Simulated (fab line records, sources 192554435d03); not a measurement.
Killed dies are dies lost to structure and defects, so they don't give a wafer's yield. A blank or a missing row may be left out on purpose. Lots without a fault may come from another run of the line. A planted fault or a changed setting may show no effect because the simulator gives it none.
fab line records | flow n5_finfet
record lots=7 wafers=21
route steps=1938 shown SDB@348 HKMG_FIN@424 MOL_CONTACT_COAG@608 BEOL_M0_SAQP@672 BEOL_M0_CUTY@714 BEOL_M0@715 BEOL_M1@770
start_h: hours from the record's first day to the start of the lot's first wafer shown | wait_h: hours since the lot's step before | " the same as in the row above | L1.1+2: a row that stands for several wafers | - no value, or no start given | * or withheld: withheld | < > ~ a bound
route shown NAME@n: a module of which the file shows steps, and the number in the route of the first | usual: mean/standard deviation of fault-free wafers | same: alike in all rows | chamber/n: place in a boat | sites: the reading at each site | _std_site: their standard deviation | _edge_site: outer sites' mean less inner sites' | radius_mm: how far each site lies from the wafer's centre | mask NAME#n: copy n | behind: the tool/chamber that last shaped the wafer | hold: why the lot was held/for how many hours/how that ended | device: the transistor (n, p or np) that didn't switch | end of line: the same wafers' tests at the end of the route | a step without rows: its recipe alone | killed: dies lost to structure and defects at the first sort, not the wafer's yield | map: a wafer's dies, x killed, . not, _ none there
set.NAME: the setting as run; set.NAME@STEP: as run at that earlier step | model.NAME: the simulator's own value behind a step, which no gauge read
lots whose settings were changed on purpose; a table a step, a row a wafer
## steps
# step N5_SDB_COAT_03
# recipe resist=SOC temp_c=250 time_s=60 spin_rpm=1500 resist_thk_nm=100
# columns lot.wafer tool chamber start_h wait_h set.spin_rpm model.SOC_of_SDB_COAT_03.thk_nm
L074.3 litho_track-01 0 63.45 0.1 1500 100.4
L074.4 " 0 " " 1647 95.8
L074.6 " 0 " " 1500 100.8
L076.1+2 litho_track-02 0 78.78 0.1 1562 98.4
L076.6 " 0 " " 1500 100.4
L078.1 litho_track-05 0 95.13 0.1 1500 99.6
L078.3+5 " 0 " " 1500 99.8
L086.3+5 litho_track-05 0 138.35 0.1 1500 100.6
L086.4 " 0 " " 1333 106.4
L093.4 litho_track-01 0 178.17 0.0 1342 106.2
L093.5 " 0 " " 1342 106
L093.6 " 0 " " 1500 100.4
L095.4 litho_track-01 0 195.24 0.0 1548 98.6
L095.5 " 0 " " 1500 100
L095.6 " 0 " " 1500 99.8
L097.1 litho_track-01 0 205.78 0.1 1500 100
L097.3 " 0 " " 1500 100.2
L097.6 " 0 " " 1355 105.6
# step N5_SDB_COAT_05
# recipe resist=CAR-ArF spin_rpm=1500 resist_thk_nm=90
# columns lot.wafer tool chamber start_h wait_h set.spin_rpm model.CAR-ArF_of_SDB_COAT_05.thk_nm
L074.3+4 litho_track-01 0 - - 1575 87.4
L074.6 " 0 " " 1500 90.2
L076.1 litho_track-02 0 - - 1500 89.6
L076.2 " 0 " " 1602 87
L076.6 " 0 " " 1500 89.8
L078.1 litho_track-05 0 - - 1500 89.2
L078.3 " 0 " " 1500 89.6
L078.5 " 0 " " 1500 89.4
L086.3 litho_track-05 0 - - 1395 93.2
L086.4 " 0 " " 1500 90
L086.5 " 0 " " 1500 89.8
L093.4 litho_track-01 0 - - 1500 90
L093.5 " 0 " " 1351 94.8
L093.6 " 0 " " 1500 89.8
L095.4+5 litho_track-01 0 - - 1500 89.8
L095.6 " 0 " " 1500 89.6
L097.1+3+6 litho_track-01 0 - - 1500 90
# step N5_SDB_EBR_07
# recipe solvent=PGMEA ebr_width_mm=1.5
# step N5_SDB_SOFTBAKE_06
# recipe temp_c=110 time_s=60 resist=CAR-ArF
# step N5_SDB_DESCUM_16
# recipe chemistry=O2 time_s=7.9 source_power_w=50 bias_power_w=20 pressure_mtorr=20 rf_frequency_hz=2.712e+07 temp_c=40 resist=CAR-ArF o2_flow_sccm=225
# step N5_SDB_ETCH_17
# recipe chemistry=CF4 target=SiARC target_depth_a=234 mask_material=CAR-ArF time_s=39 ion_energy_ev=80 pressure_mtorr=40 source_w=545 bias_w=36 Ar_flow_sccm=100 cf4_flow_sccm=100 ends=cleared
# step N5_SDB_ETCH_18
# recipe chemistry=N2/H2 target=SOC target_depth_a=1000 overetch_a=200 mask_material=SiARC temp_c=40 time_s=150 ion_energy_ev=200 pressure_mtorr=30 source_w=840 bias_w=150 n2_flow_sccm=200 h2_flow_sccm=200
# columns lot.wafer tool chamber start_h wait_h set.spin_rpm@SDB_COAT_03 model.etch.depth_nm
L074.3 rie_diel-01 3 63.85 0.0 1500 100.3
L074.4 " 2 " " 1647 95.87
L074.6 " 3 " " 1500 100.8
L076.1 rie_diel-04 3 79.39 0.0 1562 98.5
L076.2 " 2 " " 1562 98.3
L076.6 " 0 " " 1500 100.4
L078.1 rie_diel-01 2 95.65 0.0 1500 99.52
L078.3 " 0 " " 1500 99.8
L078.5 " 1 " " 1500 99.87
L086.3 rie_diel-02 3 138.94 0.0 1500 100.6
L086.4 " 0 " " 1333 106.3
L086.5 " 3 " " 1500 100.5
L093.4+5 rie_diel-02 2,0 178.82 0.0 1342 106.1
L093.6 " 1 " " 1500 100.5
L095.4 rie_diel-01 1 195.65 0.0 1548 98.63
L095.5 " 0 " " 1500 99.91
L095.6 " 1 " " 1500 99.86
L097.1 rie_diel-01 2 206.30 0.0 1500 100
L097.3 " 1 " " 1500 100.2
L097.6 " 3 " " 1355 105.6
# step N5_SDB_STRIP_19
# recipe chemistry=N2/H2 temp_c=40 n2_flow_sccm=200 h2_flow_sccm=200 rf_frequency_hz=6e+07
# step N5_SDB_STRIP_21
# recipe chemistry=CF4 resist=SiARC power_w=300 bias_power_w=75 pressure_mtorr=50 cf4_flow_sccm=150 rf_frequency_hz=6e+07
# step N5_SDB_HM_OPEN_20
# recipe chemistry=CH3F/O2 target=SiNx mask_material=SOC target_depth_a=240 stop_on=poly-Si over_etch_frac=0.4 ion_energy_ev=120 pressure_mtorr=30 source_w=395 bias_w=73 Ar_flow_sccm=150 CH3F_flow_sccm=30 O2_flow_sccm=20
# columns lot.wafer tool chamber start_h wait_h set.spin_rpm@SDB_COAT_03 model.SOC_of_SDB_COAT_03.thk_nm
L074.3 rie_diel-01 3 64.01 0.0 1500 84.2
L074.4 " 2 " " 1647 79.6
L074.6 " 3 " " 1500 84.6
L076.1 rie_diel-04 3 79.55 0.0 1562 82.4
L076.2 " 2 " " 1562 81.8
L076.6 " 0 " " 1500 84.4
L078.1 rie_diel-01 2 95.81 0.0 1500 83.6
L078.3+5 " 0,1 " " 1500 83.8
L086.3 rie_diel-02 3 139.09 0.0 1500 84.4
L086.4 " 0 " " 1333 90.6
L086.5 " 3 " " 1500 84.2
L093.4 rie_diel-02 2 178.98 0.0 1342 90
L093.5 " 0 " " 1342 90.4
L093.6 " 1 " " 1500 84.2
L095.4 rie_diel-01 1 195.81 0.0 1548 82.6
L095.5 " 0 " " 1500 84
L095.6 " 1 " " 1500 83.8
L097.1 rie_diel-01 2 206.46 0.0 1500 84.2
L097.3 " 1 " " 1500 84.4
L097.6 " 3 " " 1355 89.8
# step N5_SDB_STRIP_22
# recipe chemistry=N2/H2 power_w=1000 temp_c=250 h2_frac=0.65 overash_fraction=0.3 pressure_mtorr=withheld n2_flow_sccm=1750 h2_flow_sccm=3250
# usual strip_time_to_endpoint_s=96.4/0.36
# columns lot.wafer tool chamber start_h wait_h set.spin_rpm@SDB_COAT_03 strip_time_to_endpoint_s
L074.3 plasma_asher-02 0 64.13 0.1 1500 96.5
L074.4 " 1 " " 1647 92.2
L074.6 " 0 " " 1500 96.7
L076.1 plasma_asher-01 1 79.63 0.1 1562 94.7
L076.2 " 0 " " 1562 94.2
L076.6 " 1 " " 1500 96.7
L078.1 plasma_asher-02 0 95.89 0.1 1500 95.7
L078.3 " 0 " " 1500 96.0
L078.5 " 1 " " 1500 96.0
L086.3 plasma_asher-01 0 139.24 0.1 1500 96.6
L086.4 " 1 " " 1333 102.5
L086.5 " 1 " " 1500 96.5
L093.4 plasma_asher-01 1 179.37 0.4 1342 101.9
L093.5 " 1 " " 1342 102.3
L093.6 " 0 " " 1500 96.4
L095.4 plasma_asher-01 0 195.93 0.1 1548 94.8
L095.5 " 0 " " 1500 96.2
L095.6 " 1 " " 1500 96.0
L097.1 plasma_asher-02 1 206.54 0.1 1500 96.4
L097.3 " 0 " " 1500 96.5
L097.6 " 1 " " 1355 101.8
# step N5_HKMG_FIN_COAT_06
# recipe resist=CAR-ArF spin_rpm=1500 resist_thk_nm=90
# columns lot.wafer tool chamber start_h wait_h set.spin_rpm model.CAR-ArF_of_HKMG_FIN_COAT_06.thk_nm
L074.3 litho_track-05 0 - - 1500 89.6
L074.4 " 0 " " 1630 86.2
L074.6 " 0 " " 1500 90
L076.1+2 litho_track-04 0 - - 1500 90.2
L076.6 " 0 " " 1500 90.4
L078.1+3+5 litho_track-03 0 - - 1500 90.2
L086.3+4+5 litho_track-05 0 - - 1500 89.8
L093.4+5 litho_track-03 0 - - 1383 93.4
L093.6 " 0 " " 1500 90
L095.4+6 litho_track-04 0 - - 1384 93.8
L095.5 " 0 " " 1500 90.4
L097.1+6 litho_track-05 0 - - 1500 89.8
L097.3 " 0 " " 1554 88.4
# step N5_MOL_CONTACT_COAG_ALD_133
# recipe material=SiO2 target_thk_a=50 temp_c=100 ald_precursor_family=BDEAS ald_co_reactant=O2-plasma pulse_time_s=1 co_reactant_pulse_time_s=1 purge_time_s=2 co_reactant_purge_time_s=2 ald_cycles=35 pressure_torr=2
# columns lot.wafer tool chamber start_h wait_h set.ald_cycles model.SiO2_of_MOL_CONTACT_COAG_ALD_133.thk_nm
L074.3+4 ald_sin-03 2,3 99.15 1.5 35 5
L074.6 " 2 " " 39 5.6
L076.1+2+6 ald_sin-02 2,0,1 113.23 0.1 35 5
L078.1+3+5 ald_sin-02 2,0,1 134.15 0.1 35 5
L086.3 ald_sin-03 2 171.96 0.1 29 4.2
L086.4+5 " 0,2 " " 35 5
L093.4+6 ald_sin-03 1,3 212.53 0.2 32 4.6
L093.5 " 0 " " 35 5
L095.4+5+6 ald_sin-04 1,0,2 233.28 0.1 35 5
L097.1+3+6 ald_sin-02 0,2,2 241.00 0.5 37 5.2
# step N5_BEOL_M0_SAQP_ETCH_106
# recipe chemistry=N2/H2 target=SOC target_depth_a=1500 stop_on=SiNx ion_energy_ev=100 bias_w=61 pressure_mtorr=30 source_w=850 n2_flow_sccm=200 h2_flow_sccm=200
# columns lot.wafer tool chamber start_h wait_h set.target_depth_a model.SOC_of_BEOL_M0_SAQP_COAT_105.thk_nm
L074.3 rie_diel-06 2 109.34 - 1500 25.8
L074.4 " 0 " " 1500 23.2
L074.6 " 3 " " 1500 25.6
L076.1 rie_diel-03 3 122.70 - 1500 23.6
L076.2 " 1 " " 1437 27.4
L076.6 " 0 " " 1437 29.6
L078.1 rie_diel-06 0 144.18 - 1500 22.6
L078.3 " 3 " " 1500 24.8
L078.5 " 1 " " 1500 24
L086.3 rie_diel-05 2 183.06 - 1353 28.8
L086.4 " 2 " " 1500 20.8
L086.5 " 3 " " 1353 31
L093.4 rie_diel-03 2 225.03 - 1500 26
L093.5 " 1 " " 1500 24.2
L093.6 " 0 " " 1500 26.6
L095.4 rie_diel-05 2 242.80 - 1408 25.8
L095.5 " 0 " " 1500 24
L095.6 " 3 " " 1408 28.2
L097.1 rie_diel-06 3 249.55 - 1500 24.8
L097.3 " 2 " " 1500 25.6
L097.6 " 3 " " 1411 29.8
# step N5_BEOL_M0_SAQP_ETCH_107
# recipe chemistry=CH3F/O2 target=SiNx target_depth_a=300 mask_material=SOC pressure_mtorr=30 source_w=395 bias_w=73 Ar_flow_sccm=150 CH3F_flow_sccm=30 O2_flow_sccm=20 ion_energy_ev=120
# columns lot.wafer tool chamber start_h wait_h set.target_depth_a@BEOL_M0_SAQP_ETCH_106 model.SOC_of_BEOL_M0_SAQP_COAT_105.thk_nm
L074.3 rie_diel-06 2 109.40 0.0 1500 15
L074.4 " 0 " " 1500 12
L074.6 " 3 " " 1500 14.8
L076.1 rie_diel-03 3 122.76 0.0 1500 12.8
L076.2 " 1 " " 1437 16.4
L076.6 " 0 " " 1437 19
L078.1 rie_diel-06 0 144.24 0.0 1500 11.6
L078.3 " 3 " " 1500 14
L078.5 " 1 " " 1500 13.4
L086.3 rie_diel-05 2 183.12 0.0 1353 17.8
L086.4 " 2 " " 1500 9.4
L086.5 " 3 " " 1353 19.8
L093.4 rie_diel-03 2 225.08 0.0 1500 15.2
L093.5 " 1 " " 1500 13.2
L093.6 " 0 " " 1500 16
L095.4 rie_diel-05 2 242.86 0.0 1408 14.6
L095.5 " 0 " " 1500 13
L095.6 " 3 " " 1408 17.2
L097.1 rie_diel-06 3 249.61 0.0 1500 14.2
L097.3 " 2 " " 1500 14.6
L097.6 " 3 " " 1411 19.2
# step N5_BEOL_M0_SAQP_SPACER2_ALD_26
# recipe material=SiO2 target_thk_a=150 temp_c=300 ald_precursor_family=BDEAS ald_co_reactant=O2-plasma pulse_time_s=1 purge_time_s=2 co_reactant_purge_time_s=2 pressure_torr=2
# columns lot.wafer tool chamber start_h wait_h set.target_thk_a model.SiO2_of_BEOL_M0_SAQP_SPACER2_ALD_26.thk_nm
L074.3 ald_sin-01 2 109.76 0.1 168.8 16.8
L074.4 " 1 " " 150 14.8
L074.6 " 2 " " 168.8 16.6
L076.1+2+6 ald_sin-03 0,2,2 123.00 0.1 150 15
L078.1 ald_sin-01 2 144.49 0.1 150 14.8
L078.3+5 " 1 " " 150 15
L086.3 ald_sin-01 1 184.31 1.0 130.2 13
L086.4+5 " 3,2 " " 150 15
L093.4+5 ald_sin-03 0,1 226.30 1.1 130.5 13
L093.6 " 0 " " 150 14.8
L095.4+5 ald_sin-04 2,1 243.36 0.3 150 15
L095.6 " 0 " " 158.2 15.8
L097.1+6 ald_sin-04 2,1 249.85 0.1 150 15
L097.3 " 0 " " 160.1 16
# step N5_BEOL_M0_SAQP_SPACER2_ETCHBACK_27
# recipe chemistry=CHF3/O2 mode=anisotropic_etchback target=SiO2 target_depth_a=225 time_s=11.25 pressure_mtorr=30 source_w=650 bias_w=170 Ar_flow_sccm=200 CHF3_flow_sccm=50 O2_flow_sccm=5 ion_energy_ev=200
# step N5_BEOL_M0_SAQP_MANDREL2_REMOVE_110
# recipe chemistry=HBr/Cl2/O2 bt_time_s=10 target=a-Si stop_on=SiCN endpoint=OES-SiCl over_etch_frac=1 icp_w=600 bias_w=30 HBr_flow_sccm=150 Cl2_flow_sccm=80 O2_flow_sccm=5 pressure_mtorr=10
# columns lot.wafer tool chamber start_h wait_h set.target_thk_a@BEOL_M0_SAQP_SPACER2_ALD_26 model.BEOL_M0_SAQP.cd_nm
L074.3+6 rie_si-06 1 110.39 0.1 168.8 16.8
L074.4 " 2 " " 150 14.8
L076.1+2+6 rie_si-06 2,1,2 123.64 0.1 150 15
L078.1+3 rie_si-02 3,1 145.12 0.1 150 15
L078.5 " 1 " " 150 14.8
L086.3 rie_si-06 0 185.14 0.1 130.2 13
L086.4 " 1 " " 150 15.2
L086.5 " 2 " " 150 15
L093.4+5 rie_si-02 3,0 226.94 0.0 130.5 13
L093.6 " 3 " " 150 15
L095.4 rie_si-02 1 243.75 0.1 150 15
L095.5 " 3 " " 150 15.2
L095.6 " 0 " " 158.2 15.8
L097.1+6 rie_si-06 0,1 250.49 0.1 150 15
L097.3 " 1 " " 160.1 16.2
# step N5_BEOL_M0_SAQP_CD_MEAS_29
# recipe target_cd_nm=14.4 landing_energy_ev=1000 detector=se_inlens
# usual cd_nm=14.96/0.21
# columns lot.wafer tool chamber start_h wait_h set.target_thk_a@BEOL_M0_SAQP_SPACER2_ALD_26 cd_nm
L074.3 cd_sem-02 0 110.51 0.1 168.8 16.96
L074.4 " 0 " " 150 14.75
L074.6 " 0 " " 168.8 16.71
L076.1 cd_sem-02 0 123.75 0.1 150 15.05
L076.2 " 0 " " 150 15.09
L076.6 " 0 " " 150 15.25
L078.1 cd_sem-02 0 145.23 0.1 150 14.83
L078.3 " 0 " " 150 15.11
L078.5 " 0 " " 150 15.04
L086.3 cd_sem-03 0 185.25 0.1 130.2 12.87
L086.4 " 0 " " 150 15.20
L086.5 " 0 " " 150 14.89
L093.4 cd_sem-01 0 227.05 0.1 130.5 13.28
L093.5 " 0 " " 130.5 12.76
L093.6 " 0 " " 150 14.96
L095.4 cd_sem-01 0 243.86 0.1 150 14.98
L095.5 " 0 " " 150 15.50
L095.6 " 0 " " 158.2 16.35
L097.1 cd_sem-02 0 250.60 0.1 150 15.18
L097.3 " 0 " " 160.1 16.14
L097.6 " 0 " " 150 14.93
# step N5_BEOL_M0_SAQP_COAT_69
# recipe resist=SOC temp_c=250 time_s=60 spin_rpm=1500 resist_thk_nm=90
# step N5_BEOL_M0_SAQP_COAT_72
# recipe resist=SiARC temp_c=220 time_s=60 spin_rpm=1500 resist_thk_nm=15
# step N5_BEOL_M0_CUTY_STRIP_64
# recipe chemistry=N2/H2 temp_c=40 n2_flow_sccm=200 h2_flow_sccm=200 rf_frequency_hz=6e+07
# step N5_BEOL_M0_ETCH_138
# recipe chemistry=CH3F/O2 target_depth_a=120 target=SiCN time_s=31.6 ion_energy_ev=120 pressure_mtorr=30 source_w=395 bias_w=75 Ar_flow_sccm=150 CH3F_flow_sccm=30 O2_flow_sccm=20 ends=cleared
# step N5_BEOL_M0_HM_OPEN_105
# recipe chemistry=Cl2/BCl3 target_depth_a=120 target=TiN ion_energy_ev=150 pressure_mtorr=10 icp_w=1000 bias_w=126 Cl2_flow_sccm=53.25 bcl3_flow_sccm=21.75 Ar_flow_sccm=25
# columns lot.wafer tool chamber start_h wait_h set.target_thk_a@BEOL_M0_SAQP_SPACER2_ALD_26 model.SiO2_of_BEOL_M0_SAQP_SPACER2_ALD_26.thk_nm
L074.3+6 rie_metal-03 1,0 112.85 0.1 168.8 4.4
L074.4 " 0 " " 150 2.4
L076.1+2+6 rie_metal-02 1,0,1 127.74 1.4 150 2.8
L078.1+5 rie_metal-01 0 147.44 0.1 150 2.4
L078.3 " 1 " " 150 2.6
L086.3 rie_metal-02 1 190.01 1.5 130.2 1.6
L086.4+5 " 0 " " 150 2.6
L093.4+5 rie_metal-01 0,1 235.02 5.5 130.5 1.4
L093.6 " 0 " " 150 2.4
L095.4+5 rie_metal-03 1 248.47 2.1 150 2.8
L095.6 " 0 " " 158.2 3.8
L097.1 rie_metal-02 0 254.23 1.2 150 2.6
L097.3 " 1 " " 160.1 3.8
L097.6 " 1 " " 150 2.4
# step N5_BEOL_M0_ETCH_128
# recipe chemistry=CF4/N2 target_depth_a=120 overetch_a=51 target=SiCN time_s=21.4 ion_energy_ev=150 pressure_mtorr=40 source_w=430 bias_w=70 Ar_flow_sccm=100 cf4_flow_sccm=60 n2_flow_sccm=60
# usual rf_vpp_V=382.0/1.7
# columns lot.wafer tool chamber start_h wait_h set.source_w rf_vpp_V
L074.3 rie_diel-01 1 113.21 0.1 365.1 403.3
L074.4 " 0 " " 430 382.8
L074.6 " 1 " " 430 382.4
L076.1 rie_diel-02 2 128.35 0.3 430 383.5
L076.2 " 1 " " 430 381.6
L076.6 " 1 " " 480 368.8
L078.1 rie_diel-02 1 148.31 0.4 430 383.3
L078.3 " 2 " " 430 384.2
L078.5 " 0 " " 430 383.8
L086.3 rie_diel-02 3 190.29 0.0 430 382.2
L086.4 " 2 " " 430 384.7
L086.5 " 0 " " 430 383.4
L093.4 rie_diel-02 3 236.95 1.3 430 381.8
L093.5 " 2 " " 430 385.0
L093.6 " 3 " " 430 382.0
L095.4 rie_diel-01 3 248.92 0.1 430 384.1
L095.5 " 3 " " 430 382.6
L095.6 " 0 " " 457.5 374.0
L097.1 rie_diel-04 3 254.55 0.0 430 381.2
L097.3 " 1 " " 494.6 364.5
L097.6 " 1 " " 430 381.8
# step N5_BEOL_M0_ETCH_109
# recipe chemistry=CH3F/O2 target_depth_a=80 overetch_a=24 target=SiCN time_s=27.4 ion_energy_ev=120 pressure_mtorr=30 source_w=395 bias_w=75 Ar_flow_sccm=150 CH3F_flow_sccm=30 O2_flow_sccm=20
# usual rf_vpp_V=297.1/1.4
# columns lot.wafer tool chamber start_h wait_h set.bias_w rf_vpp_V
L074.3 rie_diel-01 2 113.46 0.0 75 296.1
L074.4 " 3 " " 61.7 264.1
L074.6 " 3 " " 61.7 263.7
L076.1 rie_diel-04 3 128.61 0.0 86.45 324.5
L076.2 " 0 " " 75 295.2
L076.6 " 1 " " 86.45 325.8
L078.1 rie_diel-04 2 148.60 0.1 75 297.0
L078.3 " 1 " " 75 297.7
L078.5 " 3 " " 75 294.6
L086.3 rie_diel-01 3 190.55 0.0 75 298.5
L086.4 " 0 " " 75 297.7
L086.5 " 0 " " 78.6 306.2
L093.4 rie_diel-04 2 237.31 0.1 81.3 311.2
L093.5 " 0 " " 75 293.8
L093.6 " 3 " " 75 296.7
L095.4 rie_diel-02 0 249.24 0.1 75 297.8
L095.5 " 0 " " 63.07 267.6
L095.6 " 3 " " 63.07 266.6
L097.1 rie_diel-01 1 254.81 0.0 82.23 314.1
L097.3 " 3 " " 75 298.2
L097.6 " 3 " " 75 297.5
# step N5_BEOL_M1_ETCH_64
# recipe chemistry=N2/H2 target=SOC target_depth_a=750 overetch_a=150 mask_material=SiARC temp_c=40 time_s=112.5 ion_energy_ev=200 pressure_mtorr=30 source_w=840 bias_w=150 n2_flow_sccm=200 h2_flow_sccm=200
# usual rf_vpp_V=524.8/1.9
# columns lot.wafer tool chamber start_h wait_h set.source_w rf_vpp_V
L074.3 rie_diel-03 0 119.95 0.0 949.3 503.8
L074.4 " 3 " " 840 524.2
L074.6 " 3 " " 949.3 503.2
L076.1 rie_diel-05 0 136.25 0.0 840 526.2
L076.2 " 1 " " 885.3 513.3
L076.6 " 0 " " 840 525.9
L078.1 rie_diel-06 2 155.57 0.0 840 524.6
L078.3 " 1 " " 840 526.2
L078.5 " 0 " " 840 526.6
L086.3 rie_diel-06 0 196.51 0.0 840 526.6
L086.4 " 2 " " 840 523.0
L086.5 " 1 " " 840 525.1
L093.4 rie_diel-05 1 243.10 0.0 840 523.2
L093.5 " 0 " " 896.6 513.8
L093.6 " 3 " " 840 524.1
L095.4 rie_diel-06 3 253.18 0.0 840 523.7
L095.5 " 1 " " 987.6 496.5
L095.6 " 2 " " 840 522.9
L097.1 rie_diel-06 1 264.58 0.0 840 526.0
L097.3 " 0 " " 840 527.3
L097.6 " 0 " " 762.7 543.5
## key
split step=N5_SDB_COAT_03 setting=spin_rpm stated=1500 by=wafer
response step=N5_SDB_COAT_03 reading=model.SOC_of_SDB_COAT_03.thk_nm change=-0.525 per=1% r=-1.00
response step=N5_SDB_ETCH_18 reading=model.etch.depth_nm change=-0.522 per=1% r=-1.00
response step=N5_SDB_HM_OPEN_20 reading=model.SOC_of_SDB_COAT_03.thk_nm change=-0.547 per=1% r=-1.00
response step=N5_SDB_STRIP_22 reading=strip_time_to_endpoint_s change=* per=1% r=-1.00
split step=N5_SDB_COAT_05 setting=spin_rpm stated=1500 by=wafer
response step=N5_SDB_COAT_05 reading=model.CAR-ArF_of_SDB_COAT_05.thk_nm change=-0.476 per=1% r=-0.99
split step=N5_HKMG_FIN_COAT_06 setting=spin_rpm stated=1500 by=wafer
response step=N5_HKMG_FIN_COAT_06 reading=model.CAR-ArF_of_HKMG_FIN_COAT_06.thk_nm change=-0.427 per=1% r=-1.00
split step=N5_MOL_CONTACT_COAG_ALD_133 setting=ald_cycles stated=35 by=wafer
response step=N5_MOL_CONTACT_COAG_ALD_133 reading=model.SiO2_of_MOL_CONTACT_COAG_ALD_133.thk_nm change=+0.0482 per=1% r=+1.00
split step=N5_BEOL_M0_SAQP_ETCH_106 setting=target_depth_a stated=1500 by=wafer
response step=N5_BEOL_M0_SAQP_ETCH_106 reading=model.SOC_of_BEOL_M0_SAQP_COAT_105.thk_nm change=-0.834 per=1% r=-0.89
response step=N5_BEOL_M0_SAQP_ETCH_107 reading=model.SOC_of_BEOL_M0_SAQP_COAT_105.thk_nm change=-0.852 per=1% r=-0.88
split step=N5_BEOL_M0_SAQP_SPACER2_ALD_26 setting=target_thk_a stated=150 by=wafer
response step=N5_BEOL_M0_SAQP_SPACER2_ALD_26 reading=model.SiO2_of_BEOL_M0_SAQP_SPACER2_ALD_26.thk_nm change=+0.147 per=1% r=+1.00
response step=N5_BEOL_M0_SAQP_MANDREL2_REMOVE_110 reading=model.BEOL_M0_SAQP.cd_nm change=+0.158 per=1% r=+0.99
response step=N5_BEOL_M0_SAQP_CD_MEAS_29 reading=cd_nm change=+0.163 per=1% r=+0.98
response step=N5_BEOL_M0_HM_OPEN_105 reading=model.SiO2_of_BEOL_M0_SAQP_SPACER2_ALD_26.thk_nm change=+0.114 per=1% r=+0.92
split step=N5_BEOL_M0_ETCH_128 setting=source_w stated=430 by=wafer
response step=N5_BEOL_M0_ETCH_128 reading=rf_vpp_V change=-1.25 per=1% r=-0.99
split step=N5_BEOL_M0_ETCH_109 setting=bias_w stated=75 by=wafer
response step=N5_BEOL_M0_ETCH_109 reading=rf_vpp_V change=+1.87 per=1% r=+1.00
split step=N5_BEOL_M1_ETCH_64 setting=source_w stated=840 by=wafer
response step=N5_BEOL_M1_ETCH_64 reading=rf_vpp_V change=-1.62 per=1% r=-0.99
